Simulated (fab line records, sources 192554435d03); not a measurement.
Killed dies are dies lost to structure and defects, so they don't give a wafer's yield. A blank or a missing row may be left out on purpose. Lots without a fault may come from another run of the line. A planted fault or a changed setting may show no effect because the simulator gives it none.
Split-lot experiment | flow n5_finfet | 7 lots, 21 wafers read, on a route of 1938 steps

THE SPLIT
At N5_BEOL_M7_COAT_71 (time 60 s, resist thk 5 nm), the setting spin_rpm was moved away from the recipe's 1500 rpm on 7 of the 21 wafers read, by -7.5% to +9.4%. The other wafers ran this setting at the recipe's value.

FROM THE SPLIT TO THE READING: what the file shows between them, 4 steps
- N5_BEOL_M7_EXPOSE_25: exposes mask V6, target cd 40 nm (also split here: dose_mj)
- N5_BEOL_M7_PEB_26: peb time 60 s
- N5_BEOL_M7_DEVELOP_27: develop time 30 s
- N5_BEOL_M7_DESCUM_33: chemistry O2, time 7 s

THE READING
etch.depth_nm (the simulator's own value, which no gauge read), in nm, at N5_BEOL_M7_ETCH_72 (etches underlayer in N2/H2, target depth 6.5 nm, time 5.2 s). The file gives no usual value for it. The 14 wafers here that ran the recipe average 4.996 nm, standard deviation 0.015 nm.

wafer  | tool, chamber at the split | spin_rpm as run, rpm | against the recipe | etch.depth_nm, nm | against lot-mates on the recipe
L077.2 | litho_track-01, 0          | 1500                 | recipe             | 5                 | -
L077.4 | litho_track-01, 0          | 1387                 | -7.5%              | 5.201             | +0.197
L077.6 | litho_track-01, 0          | 1500                 | recipe             | 5.007             | -
L078.1 | litho_track-02, 0          | 1500                 | recipe             | 5.012             | -
L078.5 | litho_track-02, 0          | 1641                 | +9.4%              | 4.77              | -0.228
L078.6 | litho_track-02, 0          | 1500                 | recipe             | 4.983             | -
L079.4 | litho_track-01, 0          | 1500                 | recipe             | 4.999             | -
L079.5 | litho_track-01, 0          | 1500                 | recipe             | 4.979             | -
L079.6 | litho_track-01, 0          | 1500                 | recipe             | 4.987             | -
L082.1 | litho_track-02, 0          | 1500                 | recipe             | 4.976             | -
L082.4 | litho_track-02, 0          | 1500                 | recipe             | 4.969             | -
L082.6 | litho_track-02, 0          | 1605                 | +7.0%              | 4.824             | -0.149
L084.3 | litho_track-02, 0          | 1407                 | -6.2%              | 5.145             | +0.159
L084.4 | litho_track-02, 0          | 1407                 | -6.2%              | 5.156             | +0.170
L084.5 | litho_track-02, 0          | 1500                 | recipe             | 4.986             | -
L086.2 | litho_track-01, 0          | 1615                 | +7.7%              | 4.818             | -0.195
L086.3 | litho_track-01, 0          | 1500                 | recipe             | 5.013             | -
L086.4 | litho_track-01, 0          | 1615                 | +7.7%              | 4.813             | -0.200
L089.1 | litho_track-02, 0          | 1500                 | recipe             | 5.013             | -
L089.3 | litho_track-02, 0          | 1500                 | recipe             | 5.009             | -
L089.5 | litho_track-02, 0          | 1500                 | recipe             | 5.011             | -

THE FIT
A straight line over all 21 wafers: etch.depth_nm changes by -0.0247 nm for each +1% of spin_rpm; r = -0.99; the points scatter about the line by 0.014 nm.
The same after taking each lot's own level away (the mean of its wafers on the recipe; 21 wafers): -0.0251 nm for each +1%; r = -1.00; scatter 0.0095 nm.
On that fit, the largest move of spin_rpm shifts the reading by 0.24 nm.
The lots' own levels span 4.9725 to 5.0130 nm, that is 2.7 times the standard deviation above.
So the lot-to-lot level changes the slope little: the two slopes agree.
Check: with one of the wafers moved furthest among these (+9.4%) left out of the fit, the line predicts -0.236 nm for it against its lot-mates. It came out at -0.228 nm against them.

OTHER SPLITS ON THESE WAFERS
These wafers also went through other splits before the reading. Each is held against what the fit with the lots' levels taken away leaves over:
other split on the same wafers   | wafers away from the commonest value | r with etch.depth_nm (lot level and that fit taken away)
N5_BEOL_M5_TRENCH_ETCH_37 bias_w | 7                                    | +0.11
N5_BEOL_M6_ETCH_62 time_s        | 6                                    | -0.42
N5_BEOL_M6_COAT_22 spin_rpm      | 8                                    | -0.19
N5_BEOL_M7_EXPOSE_25 dose_mj     | 7                                    | +0.13

THE FILE'S OWN FIT
etch.depth_nm changes by -0.0247 nm for each +1% of spin_rpm, r = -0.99.
